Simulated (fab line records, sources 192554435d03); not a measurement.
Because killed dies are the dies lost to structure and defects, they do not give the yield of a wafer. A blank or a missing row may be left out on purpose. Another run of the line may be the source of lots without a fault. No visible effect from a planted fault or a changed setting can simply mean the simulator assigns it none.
fab line records / flow n5_finfet
record lots=3 wafers=9 last_day=16
route steps=1938 shown MOL_CONTACT_COAG@620 BEOL_M0_SAQP@632 BEOL_M0_CUTY@710 BEOL_M4@1111 PASSIVATION@1936
lots that met no fault: taken from a fault-free run of the same line
start_h: hours from the record's opening day to when the first of the lot's shown wafers began / wait_h: hours from the lot's prior step to this one / " as in the row above / L1.1+2: one row covering several wafers at once / - no value, or no start was given / * or withheld: withheld / < > ~ a bound
route shown NAME@n: names a module that has steps shown in the file, with the first one's number in the route / usual: mean/standard deviation of fault-free wafers / same: alike in all rows / chamber/n: place in a boat / sites: the reading at each site / _std_site: the standard deviation of these / _edge_site: outer sites' mean less inner sites' / radius_mm: how far each site lies from the wafer's centre / mask NAME#n: copy n / behind: tool/chamber where the wafer was last shaped / hold: why the lot was held/for how many hours/how that ended / device: transistor that didn't switch, given as n, p or np / end of line: tests of these same wafers at the route's end / step lacking rows: just its recipe / killed: count of dies lost to structure and defects at first sort (not the wafer's yield) / map: the dies of a wafer, with x for killed, . for not killed, _ for no die there
set.NAME: setting as actually run; set.NAME@STEP: the setting as run at that earlier step / model.NAME: the simulator's own value behind a step, which no gauge read
lots at some steps of the route; a table a step, a row a wafer
services: a tool's chamber out of use, with start hour (start_h, from the record's first day; less than 0 if before it), hours out, and reason
## steps
# step N5_MOL_CONTACT_COAG_PRECLEAN_138
# recipe chemistry=alkaline_clean temp_c=60 time_s=60 do_ppb=50
# step N5_MOL_CONTACT_COAG_SRD_139
# recipe dry=ipa_marangoni time_s=30 temp_c=23 rinse_liquid=diw
# step N5_MOL_CONTACT_COAG_PRE_CLEAN_121
# recipe gas=H2/He time_s=* temp_c=withheld
# step N5_MOL_CONTACT_COAG_CVD_140
# recipe material=W target_thk_a=665 mode=selective_fill temp_c=300 time_s=215
# step N5_MOL_CONTACT_COAG_PRECLEAN_127
# recipe chemistry=DIW time_s=57.5 temp_c=23
# step N5_MOL_CONTACT_COAG_SRD_128
# recipe dry_time_s=32 dry=n2_spin spin_rpm=1500
# step N5_MOL_CONTACT_COAG_CMP_52
# recipe stop_on=SiO2 t_overpolish_s=1.5 post_cmp_clean=w_dilute_nh4oh down_force_psi=4 platen_rpm=50.289 pad_velocity_m_s=1.0006 target_thk_nm=66.5
# step N5_MOL_CONTACT_COAG_ANNEAL_112
# recipe temp_c=400 time_s=1800 ambient=HPD2 pressure_atm=10
# step N5_BEOL_M0_SAQP_PECVD_00
# recipe material=SiCN target_thk_a=80 temp_c=withheld precursor=3MS/NH3 pressure_torr=3 rf_w=202 time_s=14
# usual chamber_pressure_Torr=3.000/0.0066 showerhead_plenum_p_Torr=3.670/0.0081 throttle_valve_pct=9.1/0.76
# same time_s=14
lot.wafer=L521.1 tool=pecvd-02 chamber=0 start_h=121.13 wait_h=0.2 chamber_pressure_Torr=2.991 showerhead_plenum_p_Torr=3.664 throttle_valve_pct=8.9
lot.wafer=L521.2 tool=pecvd-02 chamber=1 start_h=121.13 wait_h=0.2 chamber_pressure_Torr=3.003 showerhead_plenum_p_Torr=3.672 throttle_valve_pct=10.5
lot.wafer=L521.3 tool=pecvd-02 chamber=2 start_h=121.13 wait_h=0.2 chamber_pressure_Torr=2.995 showerhead_plenum_p_Torr=3.685 throttle_valve_pct=9.1
lot.wafer=L530.2 tool=pecvd-02 chamber=2 start_h=181.34 wait_h=0.2 chamber_pressure_Torr=2.999 showerhead_plenum_p_Torr=3.682 throttle_valve_pct=9.4
lot.wafer=L530.4 tool=pecvd-02 chamber=0 start_h=181.34 wait_h=0.2 chamber_pressure_Torr=2.991 showerhead_plenum_p_Torr=3.682 throttle_valve_pct=8.8
lot.wafer=L530.6 tool=pecvd-02 chamber=0 start_h=181.34 wait_h=0.2 chamber_pressure_Torr=2.997 showerhead_plenum_p_Torr=3.663 throttle_valve_pct=8.9
lot.wafer=L538.4 tool=pecvd-03 chamber=0 start_h=225.14 wait_h=0.1 chamber_pressure_Torr=2.998 showerhead_plenum_p_Torr=3.659 throttle_valve_pct=9.2
lot.wafer=L538.5 tool=pecvd-03 chamber=2 start_h=225.14 wait_h=0.1 chamber_pressure_Torr=2.999 showerhead_plenum_p_Torr=3.666 throttle_valve_pct=8.6
lot.wafer=L538.6 tool=pecvd-03 chamber=0 start_h=225.14 wait_h=0.1 chamber_pressure_Torr=2.990 showerhead_plenum_p_Torr=3.671 throttle_valve_pct=9.2
# step N5_BEOL_M0_SAQP_ILD_DEP_01
# recipe material=SiOC target_thk_a=454.19 temp_c=350 precursor=DEMS/O2 pressure_torr=5 rf_w=500 time_s=8.7
# step N5_BEOL_M0_SAQP_HM_DEP_02
# recipe material=TiN target_thk_a=120 temp_c=25 chamber_pressure_pa=0.49996
# step N5_BEOL_M0_SAQP_PECVD_03
# recipe material=SiCN target_thk_a=120 temp_c=withheld precursor=3MS/NH3 pressure_torr=3 rf_w=202 time_s=21.1
# step N5_BEOL_M0_SAQP_PECVD_96
# recipe material=a-Si target_thk_a=450 temp_c=350 precursor=SiH4/He pressure_torr=3 rf_w=100 time_s=45.2
# step N5_BEOL_M0_SAQP_PECVD_97
# recipe material=SiNx target_thk_a=230 temp_c=350 precursor=SiH4/NH3/N2 pressure_torr=1.5 rf_w=300 time_s=19.9
# step N5_BEOL_M0_SAQP_PECVD_04
# recipe material=a-Si target_thk_a=600 temp_c=350 precursor=SiH4/He pressure_torr=3 rf_w=100 time_s=60.2
# step N5_BEOL_M0_SAQP_HM_DEP_111
# recipe material=SiO2 target_thk_a=120 temp_c=400 precursor=SiH4/N2O pressure_torr=0.75 rf_w=275 time_s=7.2
# step N5_BEOL_M0_SAQP_COAT_81
# recipe resist=SOC temp_c=250 time_s=60 spin_rpm=1500 resist_thk_nm=100
# step N5_BEOL_M0_SAQP_COAT_82
# recipe resist=SiARC temp_c=220 time_s=60 spin_rpm=1500 resist_thk_nm=30
# step N5_BEOL_M0_SAQP_COAT_08
# recipe resist=CAR-ArF spin_rpm=1500 resist_thk_nm=90
# step N5_BEOL_M0_SAQP_EBR_10
# recipe solvent=PGMEA ebr_width_mm=1.5
# step N5_BEOL_M0_SAQP_SOFTBAKE_09
# recipe temp_c=110 time_s=60 resist=CAR-ArF
# step N5_BEOL_M0_SAQP_EXPOSE_11
# recipe mask_id=M0_CORE na=1.35 source_shape=dipole sigma_inner=0.538 sigma_outer=0.738 polarization=te target_cd_nm=42 dose_mj=55
# step N5_BEOL_M0_SAQP_PEB_12
# recipe peb_temp_c=withheld peb_time_s=60 resist=CAR-ArF
# step N5_BEOL_M0_SAQP_DEVELOP_13
# recipe develop_time_s=30 developer=TMAH resist=CAR-ArF dev_temp_c=23 rinse_liquid=diw dry=air_spin
# step N5_BEOL_M0_SAQP_INSPECT_16
# recipe mode=adi inspect_instrument=brightfield
# usual raw_defect_count=492/140
lot.wafer=L521.1 tool=defect_inspect-01 chamber=- start_h=122.77 wait_h=0.0 raw_defect_count=418
lot.wafer=L521.2 tool=defect_inspect-01 chamber=- start_h=122.77 wait_h=0.0 raw_defect_count=394
lot.wafer=L521.3 tool=defect_inspect-01 chamber=- start_h=122.77 wait_h=0.0 raw_defect_count=424
lot.wafer=L530.2 tool=defect_inspect-02 chamber=- start_h=182.88 wait_h=0.0 raw_defect_count=463
lot.wafer=L530.4 tool=defect_inspect-02 chamber=- start_h=182.88 wait_h=0.0 raw_defect_count=1057
lot.wafer=L530.6 tool=defect_inspect-02 chamber=- start_h=182.88 wait_h=0.0 raw_defect_count=983
lot.wafer=L538.4 tool=defect_inspect-02 chamber=- start_h=226.51 wait_h=0.0 raw_defect_count=488
lot.wafer=L538.5 tool=defect_inspect-02 chamber=- start_h=226.51 wait_h=0.0 raw_defect_count=289
lot.wafer=L538.6 tool=defect_inspect-02 chamber=- start_h=226.51 wait_h=0.0 raw_defect_count=310
# step N5_BEOL_M0_SAQP_DESCUM_19
# recipe chemistry=O2 time_s=7.9 source_power_w=50 bias_power_w=20 pressure_mtorr=20 rf_frequency_hz=2.712e+07 temp_c=40 resist=CAR-ArF o2_flow_sccm=225
# step N5_BEOL_M0_SAQP_ETCH_83
# recipe chemistry=CF4 target=SiARC target_depth_a=390 mask_material=CAR-ArF time_s=65 ion_energy_ev=80 pressure_mtorr=40 source_w=545 bias_w=36 Ar_flow_sccm=100 cf4_flow_sccm=100 ends=cleared
# step N5_BEOL_M0_SAQP_ETCH_84
# recipe chemistry=N2/H2 target=SOC target_depth_a=1000 overetch_a=200 mask_material=SiARC temp_c=40 time_s=150 ion_energy_ev=200 pressure_mtorr=30 source_w=840 bias_w=150 n2_flow_sccm=200 h2_flow_sccm=200
# step N5_BEOL_M0_SAQP_STRIP_80
# recipe chemistry=N2/H2 temp_c=40 n2_flow_sccm=200 h2_flow_sccm=200 rf_frequency_hz=6e+07
# step N5_BEOL_M0_SAQP_HM_OPEN_112
# recipe chemistry=CHF3/O2 target=SiO2 stop_on=a-Si target_depth_a=120 over_etch_frac=1.25 mask_material=SOC time_s=13.5 pressure_mtorr=30 source_w=650 bias_w=170 Ar_flow_sccm=200 CHF3_flow_sccm=50 O2_flow_sccm=5 ion_energy_ev=200 ends=end_point
# step N5_BEOL_M0_SAQP_STRIP_113
# recipe chemistry=CHF3/O2 resist=SiARC rf_frequency_hz=6e+07
# step N5_BEOL_M0_SAQP_MANDREL_ETCH_20
# recipe target_depth_a=600 chemistry=HBr/Cl2 target=a-Si stop_on=SiNx bt_time_s=10 mask_material=SOC over_etch_frac=0.5 time_s=30 pressure_mtorr=10 icp_w=800 bias_w=75 HBr_flow_sccm=150 Cl2_flow_sccm=80 ends=end_point
# step N5_BEOL_M0_SAQP_STRIP_86
# recipe chemistry=N2/H2 power_w=500 temp_c=40 pressure_mtorr=50 rf_frequency_hz=6e+07 overash_fraction=0.3 bias_power_w=28 h2_frac=0.5 n2_flow_sccm=300 h2_flow_sccm=300
# step N5_BEOL_M0_SAQP_STRIP_115
# recipe chemistry=post_etch_residue_remover time_s=60 temp_c=25 remover_ph=withheld remover_water_wt_pct=withheld remover_fluoride_wt_pct=withheld
# step N5_BEOL_M0_SAQP_SRD_93
# recipe dry=ipa_marangoni time_s=30 temp_c=23 rinse_liquid=diw
# step N5_BEOL_M0_SAQP_INSPECT_42
# recipe mode=adi inspect_instrument=brightfield
# usual raw_defect_count=310/110
lot.wafer=L521.1 tool=defect_inspect-01 chamber=- start_h=127.93 wait_h=0.1 raw_defect_count=432
lot.wafer=L521.2 tool=defect_inspect-01 chamber=- start_h=127.93 wait_h=0.1 raw_defect_count=353
lot.wafer=L521.3 tool=defect_inspect-01 chamber=- start_h=127.93 wait_h=0.1 raw_defect_count=400
lot.wafer=L530.2 tool=defect_inspect-01 chamber=- start_h=190.87 wait_h=0.0 raw_defect_count=382
lot.wafer=L530.4 tool=defect_inspect-01 chamber=- start_h=190.87 wait_h=0.0 raw_defect_count=828
lot.wafer=L530.6 tool=defect_inspect-01 chamber=- start_h=190.87 wait_h=0.0 raw_defect_count=797
lot.wafer=L538.4 tool=defect_inspect-01 chamber=- start_h=230.71 wait_h=0.0 raw_defect_count=285
lot.wafer=L538.5 tool=defect_inspect-01 chamber=- start_h=230.71 wait_h=0.0 raw_defect_count=195
lot.wafer=L538.6 tool=defect_inspect-01 chamber=- start_h=230.71 wait_h=0.0 raw_defect_count=226
# step N5_BEOL_M0_CUTY_INSPECT_59
# recipe mode=adi inspect_instrument=macro
# usual raw_defect_count=2.1/1.5
lot.wafer=L521.1 tool=defect_inspect-02 chamber=- start_h=129.33 wait_h=0.0 raw_defect_count=1
lot.wafer=L521.2 tool=defect_inspect-02 chamber=- start_h=129.33 wait_h=0.0 raw_defect_count=2
lot.wafer=L521.3 tool=defect_inspect-02 chamber=- start_h=129.33 wait_h=0.0 raw_defect_count=0
lot.wafer=L530.2 tool=defect_inspect-02 chamber=- start_h=192.64 wait_h=0.0 raw_defect_count=2
lot.wafer=L530.4 tool=defect_inspect-02 chamber=- start_h=192.64 wait_h=0.0 raw_defect_count=>300
lot.wafer=L530.6 tool=defect_inspect-02 chamber=- start_h=192.64 wait_h=0.0 raw_defect_count=>300
lot.wafer=L538.4 tool=defect_inspect-01 chamber=- start_h=232.14 wait_h=0.0 raw_defect_count=6
lot.wafer=L538.5 tool=defect_inspect-01 chamber=- start_h=232.14 wait_h=0.0 raw_defect_count=1
lot.wafer=L538.6 tool=defect_inspect-01 chamber=- start_h=232.14 wait_h=0.0 raw_defect_count=1
# step N5_BEOL_M4_RC_MEAS_101
# usual DIBL_N=36.2/1.5 DIBL_P=36.2/1.7 IOFF_N=0.155/0.021 IOFF_P=0.216/0.026 ION_N=674/11 ION_P=464/6.8 SS_N=71.5/0.56 SS_P=73.3/0.6 VT_N=250.2/2.6 VT_P=-249.3/2.5
lot.wafer=L521.1 tool=prober-02 chamber=0 start_h=178.06 wait_h=0.0 DIBL_N[mV/V]=35.3 DIBL_P[mV/V]=34.3 IOFF_N[nA/um]=0.126 IOFF_P[nA/um]=0.179 ION_N[uA/um]=664 ION_P[uA/um]=455 SS_N[mV/dec]=70.8 SS_P[mV/dec]=73.2 VT_N[mV]=252.3 VT_P[mV]=-251.4
lot.wafer=L521.2 tool=prober-02 chamber=0 start_h=178.06 wait_h=0.0 DIBL_N[mV/V]=34.9 DIBL_P[mV/V]=33.7 IOFF_N[nA/um]=0.126 IOFF_P[nA/um]=0.172 ION_N[uA/um]=663 ION_P[uA/um]=455 SS_N[mV/dec]=71.4 SS_P[mV/dec]=73.0 VT_N[mV]=253.0 VT_P[mV]=-253.8
lot.wafer=L521.3 tool=prober-02 chamber=0 start_h=178.06 wait_h=0.0 DIBL_N[mV/V]=34.8 DIBL_P[mV/V]=34.2 IOFF_N[nA/um]=0.112 IOFF_P[nA/um]=0.171 ION_N[uA/um]=653 ION_P[uA/um]=450 SS_N[mV/dec]=71.3 SS_P[mV/dec]=72.7 VT_N[mV]=254.8 VT_P[mV]=-251.1
lot.wafer=L530.2 tool=prober-02 chamber=0 start_h=241.21 wait_h=0.2 DIBL_N[mV/V]=36.7 DIBL_P[mV/V]=36.8 IOFF_N[nA/um]=0.158 IOFF_P[nA/um]=0.241 ION_N[uA/um]=679 ION_P[uA/um]=470 SS_N[mV/dec]=71.4 SS_P[mV/dec]=72.6 VT_N[mV]=248.9 VT_P[mV]=-245.2
lot.wafer=L530.4 tool=prober-02 chamber=0 start_h=241.21 wait_h=0.2 DIBL_N[mV/V]=35.6 DIBL_P[mV/V]=35.2 IOFF_N[nA/um]=0.140 IOFF_P[nA/um]=0.219 ION_N[uA/um]=678 ION_P[uA/um]=468 SS_N[mV/dec]=70.7 SS_P[mV/dec]=72.4 VT_N[mV]=252.5 VT_P[mV]=-247.7
lot.wafer=L530.6 tool=prober-02 chamber=0 start_h=241.21 wait_h=0.2 DIBL_N[mV/V]=36.0 DIBL_P[mV/V]=36.1 IOFF_N[nA/um]=0.139 IOFF_P[nA/um]=0.227 ION_N[uA/um]=676 ION_P[uA/um]=474 SS_N[mV/dec]=70.7 SS_P[mV/dec]=72.2 VT_N[mV]=250.7 VT_P[mV]=-248.8
lot.wafer=L538.4 tool=prober-02 chamber=0 start_h=287.35 wait_h=0.5 DIBL_N[mV/V]=39.7 DIBL_P[mV/V]=39.5 IOFF_N[nA/um]=0.182 IOFF_P[nA/um]=0.252 ION_N[uA/um]=695 ION_P[uA/um]=472 SS_N[mV/dec]=72.2 SS_P[mV/dec]=73.4 VT_N[mV]=248.7 VT_P[mV]=-245.1
lot.wafer=L538.5 tool=prober-02 chamber=0 start_h=287.35 wait_h=0.5 DIBL_N[mV/V]=38.2 DIBL_P[mV/V]=37.4 IOFF_N[nA/um]=0.161 IOFF_P[nA/um]=0.227 ION_N[uA/um]=682 ION_P[uA/um]=467 SS_N[mV/dec]=71.3 SS_P[mV/dec]=72.9 VT_N[mV]=249.1 VT_P[mV]=-249.9
lot.wafer=L538.6 tool=prober-02 chamber=0 start_h=287.35 wait_h=0.5 DIBL_N[mV/V]=39.7 DIBL_P[mV/V]=39.3 IOFF_N[nA/um]=0.189 IOFF_P[nA/um]=0.250 ION_N[uA/um]=684 ION_P[uA/um]=464 SS_N[mV/dec]=71.7 SS_P[mV/dec]=73.0 VT_N[mV]=247.3 VT_P[mV]=-247.4
# step N5_PASSIVATION_PROBE_49
# usual defect_limited_yield=91.3/1.3 killed_at_M0_to_M3=32/11 killed_at_M4_up=15/5.6 killed_at_contacts=12/6 killed_at_front_end=40/11 killed_at_other=3.5/2.6 killed_dies=102/15 killed_open=67/12 killed_short=34/7.3 sort_bin_5_function=5.1/0.85 sort_bin_6_memory=3.2/0.61 sort_n_pass=1078/15 sort_yield_pct=91.3/1.3
# same gross_dies=1180 killed_at_back_side=0 sort_bin_4_leakage[%]=0 sort_bin_8_speed[%]=0
lot.wafer=L530.4 tool=prober-02 chamber=- start_h=340.07 wait_h=0.2 defect_limited_yield[%]=82.1 killed_at_M0_to_M3=149 killed_at_M4_up=12 killed_at_contacts=4 killed_at_front_end=45 killed_at_other=1 killed_dies=211 killed_open=66 killed_short=36 sort_bin_5_function[%]=11.1 sort_bin_6_memory[%]=4.8 sort_n_pass=969 sort_yield_pct[%]=82.1
lot.wafer=L530.6 tool=prober-02 chamber=- start_h=340.17 wait_h=0.3 defect_limited_yield[%]=81.4 killed_at_M0_to_M3=152 killed_at_M4_up=26 killed_at_contacts=5 killed_at_front_end=35 killed_at_other=1 killed_dies=219 killed_open=82 killed_short=26 sort_bin_5_function[%]=12.7 sort_bin_6_memory[%]=4.3 sort_n_pass=961 sort_yield_pct[%]=81.4
# killed by level:class
L530.4 BEOL_M0_SAQP:unspecified=109 STI_FIN_REVEAL:geometric_particle:open=14 BEOL_M2:geometric_particle:open=11 BEOL_M0_SAQP:geometric_particle:short=7 FIN_SAQP:geometric_particle:open=6 DUMMY_GATE:geometric_particle:open=6 BEOL_M0_SAQP:geometric_particle:open=6 BEOL_M1:geometric_particle:open=5
L530.6 BEOL_M0_SAQP:unspecified=111 BEOL_M2:geometric_particle:open=16 BEOL_M4:geometric_particle:open=11 FIN_SAQP:geometric_particle:open=10 STI_FIN_REVEAL:geometric_particle:open=8 BEOL_M0_SAQP:geometric_particle:short=7 FIN_SAQP:geometric_particle:short=6 BEOL_M4:geometric_particle:short=6
# map L530.6 (x killed, . not)
_________________.........x..________________
______________x..x............x._____________
___________........................__________
__________.....xx..................._________
________.......x...x..........x......._______
_______...........x.....x......x.......______
______........x....x............xx......_____
_____..........x..x..........x.......x...____
____...x.x........x....x..x....x..........___
___..........x.xxx..........x........x.....__
___........x........x...x..................__
__........xx.xxxxxx...x.........x.......x..._
__.....x...x.x.xxx.xx...............x......._
_.....x..xx.xxxxxxxx.........x.....x.x...x...
_..x.......xxxxxxxx..x....x........xx........
_.....x.xxxxxxxxxxxx.x.........x..x...xx.....
_......xxxxxxxxxxxxxx................x.......
_...xxx.xxxxxxxxxxxx...........x.......x.....
_.....x..xxxxxxxxxxxx.x...........x..........
_...x....xxxxxxxxxxx......................x..
_x.......xxxxx.x.x..........x................
__.........x..x..x..x........x.....x....x..._
__..x.......xx.x.x......x.........x...xx..x._
___.......x.x.x....................x.....x.__
___...........x...x.........x.....xx.....x.__
____..................x...................___
_____x...................................____
______...............x.....x...........x_____
_______..x..x......x....x.x............______
________...x.........x...........x...x_______
__________..................x......._________
___________.......x.....x..x.......__________
______________.......x.........._____________
_________________.....x.....x________________
# map L521.2 (x killed, . not)
_________________.........x..________________
______________x.........x......._____________
___________.x.....x........x.......__________
__________...........x..x.....xx.x.._________
________...x....x....................._______
_______..........x.x.......x...x......x______
______.x....x.x..x......................_____
_____.................x...........x...xx.____
____.x....x.........xx.....x.........x....___
___...x.........................x..........__
___........................x..x.x..........__
__x...............x...........x.......x....._
__......x....x.....................x..x....x_
_..x....x.......x..x.....x...................
_....x.......x...............................
_..............x...x......x..................
_x....x.........................x.......x....
_...xx....................x...........x......
_..............................x.............
_......x.......x...x.....x...................
_....................x..........x.......x.x..
__......x.........x..........x...x.........._
__........x............x.x....x.x..........._
___x.................x.........x...........__
___.......x.x.x..............xxx...........__
____......x...........x.x.................___
_____..............x...xx................____
______..x................x.............._____
_______.........x........x.............______
________x..........x.............x...._______
__________.....x...................._________
___________.x..............x.......__________
______________.........x.....x.._____________
_________________..x....x...x________________
## services
tool=pecvd-02 chamber=- start_h=102.44 hours=2.0 kind=repair
tool=pecvd-03 chamber=- start_h=105.68 hours=1.3 kind=repair
tool=pecvd-03 chamber=0 start_h=132.12 hours=5.7 kind=repair
tool=pecvd-03 chamber=- start_h=139.98 hours=6.0 kind=pm
tool=pecvd-02 chamber=1 start_h=141.12 hours=5.5 kind=scheduled_down
tool=pecvd-03 chamber=1 start_h=152.44 hours=14.4 kind=repair
tool=pecvd-02 chamber=1 start_h=180.61 hours=3.7 kind=repair
tool=pecvd-02 chamber=2 start_h=202.38 hours=- kind=clean
tool=pecvd-02 chamber=2 start_h=202.38 hours=- kind=consumable_replace:showerhead
tool=pecvd-02 chamber=2 start_h=202.38 hours=29.0 kind=scheduled_down
tool=pecvd-02 chamber=2 start_h=202.38 hours=29.0 kind=vent_cycle
tool=pecvd-03 chamber=1 start_h=223.28 hours=2.1 kind=scheduled_down
## key
first_sign step=N5_BEOL_M0_SAQP_INSPECT_16 reading=raw_defect_count direction=up sigmas=3.7 usual=492 struck=1020
effect step=N5_BEOL_M0_SAQP_INSPECT_42 reading=raw_defect_count direction=up sigmas=4.7 usual=310 struck=812
effect step=N5_BEOL_M0_CUTY_INSPECT_59 reading=raw_defect_count direction=up sigmas=99+ usual=2.1 struck=>300
effect step=N5_PASSIVATION_PROBE_49 reading=killed_at_M0_to_M3 direction=up sigmas=11 usual=32 struck=150
more_kills_born_at N5_BEOL_M0_SAQP_PECVD_00@pecvd-02=220
met_at N5_BEOL_M0_SAQP_PECVD_00
struck_wafers L530.4,L530.6
onset_between 121.13 181.34
fault kind=chamber_particle_source tool=pecvd-02 chamber=0 onset_h=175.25 steps=N5_BEOL_M0_SAQP_PECVD_00 rate_per_visit_cm2=0.67329 end_h=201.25
